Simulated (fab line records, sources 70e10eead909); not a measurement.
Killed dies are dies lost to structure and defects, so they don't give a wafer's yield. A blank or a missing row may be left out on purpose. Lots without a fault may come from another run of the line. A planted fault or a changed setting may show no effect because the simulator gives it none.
A struck lot beside a sound one | flow nand_harc | 15 steps out of a route of 1159
Sound: wafers L612.1, L612.2, L612.3. Struck: wafer L622.3. (L622.1, L622.6 of the same lot were not struck and are left out.) The cause comes at the end.
At each step with rows: each side's tool, then ch and its chambers, then its first start. Under that, the readings that differ: sound wafers | struck wafers | difference of the means | sigmas: that difference in standard deviations of wafers without a fault.
alike: readings whose means differ by less than 2 such deviations, and words and numbers that are the same on both sides. not compared: withheld readings, readings that some wafer has no value for, bounds like >300 that may hide the same value, and numbers for which the record gives no deviation and whose values overlap.
The two part at a step that has a row with sigmas, a row that says differs or no value, or rows on one side only. Numbers that don't overlap but have no deviation are shown without sigmas and don't part them. A reading that every wafer of one side lacks parts them only if that side has two wafers or more.

first, 7 steps without rows for these wafers: NHARC_A_SGD_CUT_COAT_57 (time 65 s); NHARC_A_SGD_CUT_COAT_03 (resist thk 90 nm); NHARC_A_SGD_CUT_SOFTBAKE_04 (time 55 s); NHARC_A_SGD_CUT_EBR_05; NHARC_A_SGD_CUT_EXPOSE_06 (exposes mask SGD); NHARC_A_SGD_CUT_PEB_07 (peb time 65 s); NHARC_A_SGD_CUT_DEVELOP_08 (develop time 35 s).
NHARC_A_SGD_CUT_CD_MEAS_09: target cd 100 nm.
  sound on cd_sem-02 ch 0, day 17 10:11; struck on cd_sem-03 ch 0, day 18 04:18
  alike: cd_nm
NHARC_A_SGD_CUT_OVL_MEAS_10:
  sound on overlay-01, day 17 10:17; struck on overlay-02, day 18 04:23
  alike: overlay_x_nm, overlay_y_nm
NHARC_A_SGD_CUT_INSPECT_11:
  sound on defect_inspect-02, day 17 10:19; struck on defect_inspect-01, day 18 04:26
  reading          | sound   | struck | difference | sigmas
  raw_defect_count | 3 10 14 | 29     | +20        | +2
NHARC_A_SGD_CUT_DESCUM_14: chemistry O2, time 3 s.
  sound on rie_diel-12 ch 0,1,3, day 17 10:23; struck on rie_diel-01 ch 2, day 18 04:30
  reading                | sound          | struck | difference | sigmas
  rf_hours_counter_h (h) | 0.6 0.6 0.6    | 6.7    | +6.1       |
  rf_vpp_V (V)           | 58.2 58.5 56.4 | 59.7   | +2.0       | +2
  alike: drypump_motor_current_A, mfc_ar_sccm, o2_flow_sccm, oes_product_au, showerhead_plenum_p_Torr, throttle_valve_pct
NHARC_A_SGD_CUT_ETCH_58: etches the open film in CF4, target depth 39 nm, time 65 s.
  sound on rie_diel-12 ch 0,1,2, day 17 10:28; struck on rie_diel-01 ch 2, day 18 04:35
  reading                         | sound          | struck | difference | sigmas
  rf_hours_counter_h (h)          | 0.1 0.6 0.6    | 6.7    | +6.3       |
  showerhead_plenum_p_Torr (Torr) | 1.70 1.81 1.72 | 1.87   | +0.13      | +2
  alike: drypump_motor_current_A, mfc_ar_sccm, oes_product_au, rf_vpp_V, run_length_s, throttle_valve_pct
NHARC_A_SGD_CUT_ETCH_59: etches the open film in N2/H2, target depth 260 nm, time 406.25 s.
  sound on rie_diel-12 ch 0,2,3, day 17 10:35; struck on rie_diel-01 ch 1, day 18 04:41
  reading                     | sound             | struck | difference | sigmas
  drypump_motor_current_A (A) | 5.3 5.9 5.4       | 6.4    | +0.9       | +2
  rf_hours_counter_h (h)      | 0.2 0.7 0.7       | 6.8    | +6.3       |
  run_length_s (s)            | 428.2 427.2 428.2 | 341.7  | -86.2      | -99 or more
  alike: mfc_ar_sccm, oes_product_au, rf_vpp_V, showerhead_plenum_p_Torr, throttle_valve_pct
NHARC_A_SGD_CUT_ETCH_15: etches the open film in CH3F/O2, target depth 75 nm, time 64.3 s.
  sound on rie_diel-12 ch 0,1,3; struck on rie_diel-01 ch 0
  reading                | sound          | struck | difference | sigmas
  rf_hours_counter_h (h) | 0.7 0.7 0.8    | 7.0    | +6.3       |
  run_length_s (s)       | 85.2 85.5 86.5 | 84.9   | -0.8       | -2
  alike: drypump_motor_current_A, mfc_ar_sccm, o2_flow_sccm, oes_product_au, rf_vpp_V, showerhead_plenum_p_Torr, throttle_valve_pct
-- the record jumps here: 9 days lie between the struck wafers' starts before and after (it left off in module A_SGD_CUT and takes up again in module END, whose first step shown is number 1159 of the route) --
NHARC_END_SORT_01:
  the record has rows for the struck wafers here (prober-01 ch 0, day 27 04:08) and none for the sound ones

WHERE THEY PART
First at NHARC_A_SGD_CUT_INSPECT_11; last, within this record, at NHARC_END_SORT_01.

WHY: what the simulator had put in
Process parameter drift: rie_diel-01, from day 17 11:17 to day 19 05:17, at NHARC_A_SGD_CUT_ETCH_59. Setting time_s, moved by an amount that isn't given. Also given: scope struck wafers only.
